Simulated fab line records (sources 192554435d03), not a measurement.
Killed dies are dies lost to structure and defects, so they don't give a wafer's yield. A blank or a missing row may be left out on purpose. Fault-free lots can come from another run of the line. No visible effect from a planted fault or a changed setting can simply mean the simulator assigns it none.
Chamber matching || flow n5 finfet || 4 sister chambers for N5_BEOL_M11_ALD_74 on ald metal-02
The step deposits TaN, target thk 2 nm, pulse time 2 s, purge time 3 s. 18 wafers are shown with their chamber, then 9 later ones without.

EACH WAFER AND ITS CHAMBER
{"wafer": "L076.3", "chamber": 2, "heater power w (W)": 442, "precursor vessel pressure torr (Torr)": 26.18}
{"wafer": "L076.4", "chamber": 3, "heater power w (W)": 396, "precursor vessel pressure torr (Torr)": 26.26}
{"wafer": "L076.5", "chamber": 3, "heater power w (W)": 403, "precursor vessel pressure torr (Torr)": 26.22}
{"wafer": "L078.1", "chamber": 1, "heater power w (W)": 355, "precursor vessel pressure torr (Torr)": 26.13}
{"wafer": "L078.4", "chamber": 0, "heater power w (W)": 377, "precursor vessel pressure torr (Torr)": 26.28}
{"wafer": "L078.6", "chamber": 1, "heater power w (W)": 356, "precursor vessel pressure torr (Torr)": 26.24}
{"wafer": "L080.2", "chamber": 2, "heater power w (W)": 426, "precursor vessel pressure torr (Torr)": 26.24}
{"wafer": "L080.4", "chamber": 0, "heater power w (W)": 385, "precursor vessel pressure torr (Torr)": 26.24}
{"wafer": "L080.5", "chamber": 3, "heater power w (W)": 399, "precursor vessel pressure torr (Torr)": 26.20}
{"wafer": "L079.2", "chamber": 0, "heater power w (W)": 377, "precursor vessel pressure torr (Torr)": 26.24}
{"wafer": "L079.4", "chamber": 1, "heater power w (W)": 351, "precursor vessel pressure torr (Torr)": 26.31}
{"wafer": "L079.6", "chamber": 3, "heater power w (W)": 401, "precursor vessel pressure torr (Torr)": 26.29}
{"wafer": "L082.3", "chamber": 3, "heater power w (W)": 395, "precursor vessel pressure torr (Torr)": 26.22}
{"wafer": "L082.5", "chamber": 1, "heater power w (W)": 357, "precursor vessel pressure torr (Torr)": 26.30}
{"wafer": "L082.6", "chamber": 2, "heater power w (W)": 430, "precursor vessel pressure torr (Torr)": 26.25}
{"wafer": "L084.1", "chamber": 0, "heater power w (W)": 387, "precursor vessel pressure torr (Torr)": 26.30}
{"wafer": "L084.3", "chamber": 2, "heater power w (W)": 438, "precursor vessel pressure torr (Torr)": 26.26}
{"wafer": "L084.4", "chamber": 1, "heater power w (W)": 360, "precursor vessel pressure torr (Torr)": 26.20}

SIGNATURES, as means of the wafers listed above
{"reading": "heater power w", "chamber 0": 381.50, "chamber 1": 355.80, "chamber 2": 434.00, "chamber 3": 398.80, "scatter within a chamber": 4.86}
{"reading": "precursor vessel pressure torr", "chamber 0": 26.2650, "chamber 1": 26.2360, "chamber 2": 26.2325, "chamber 3": 26.2380, "scatter within a chamber": 0.0493}
Rule: a wafer's distance from a chamber is the root of the sum, over the readings, of the square of ((its reading less the chamber's mean) divided by the reading's scatter). If the next closest chamber is less than 2 further off than the closest, the wafer can't be placed; otherwise it belongs to the closest. The scatter: the root of (the sum of the squares of (reading less its chamber's mean) over the shown wafers, divided by (wafers less chambers)).

WAFERS WITHOUT THEIR CHAMBER
{"wafer": "L086.2", "heater power w (W)": 393, "precursor vessel pressure torr (Torr)": 26.13}
{"wafer": "L086.3", "heater power w (W)": 428, "precursor vessel pressure torr (Torr)": 26.22}
{"wafer": "L086.6", "heater power w (W)": 370, "precursor vessel pressure torr (Torr)": 26.18}
{"wafer": "L089.1", "heater power w (W)": 354, "precursor vessel pressure torr (Torr)": 26.23}
{"wafer": "L089.4", "heater power w (W)": 403, "precursor vessel pressure torr (Torr)": 26.19}
{"wafer": "L089.6", "heater power w (W)": 373, "precursor vessel pressure torr (Torr)": 26.25}
{"wafer": "L097.2", "heater power w (W)": 366, "precursor vessel pressure torr (Torr)": 26.35}
{"wafer": "L097.5", "heater power w (W)": 411, "precursor vessel pressure torr (Torr)": 26.21}
{"wafer": "L097.6", "heater power w (W)": 311, "precursor vessel pressure torr (Torr)": 26.21}

THE CHAMBER EACH PASSED THROUGH
{"wafer": "L086.2", "from the rows above": "can't be placed: 3 or 0", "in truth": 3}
{"wafer": "L086.3", "from the rows above": 2, "in truth": 2}
{"wafer": "L086.6", "from the rows above": "can't be placed: 0 or 1", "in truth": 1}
{"wafer": "L089.1", "from the rows above": 1, "in truth": 1}
{"wafer": "L089.4", "from the rows above": 3, "in truth": 3}
{"wafer": "L089.6", "from the rows above": "can't be placed: 0 or 1", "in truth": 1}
{"wafer": "L097.2", "from the rows above": "can't be placed: 1 or 0", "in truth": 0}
{"wafer": "L097.5", "from the rows above": 3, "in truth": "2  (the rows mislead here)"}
{"wafer": "L097.6", "from the rows above": 1, "in truth": 1}
Placed correctly: 4 of 9. Cannot be placed on the basis of these rows: 4; the candidates contain the true chamber in 4. Wrongly placed: 1.
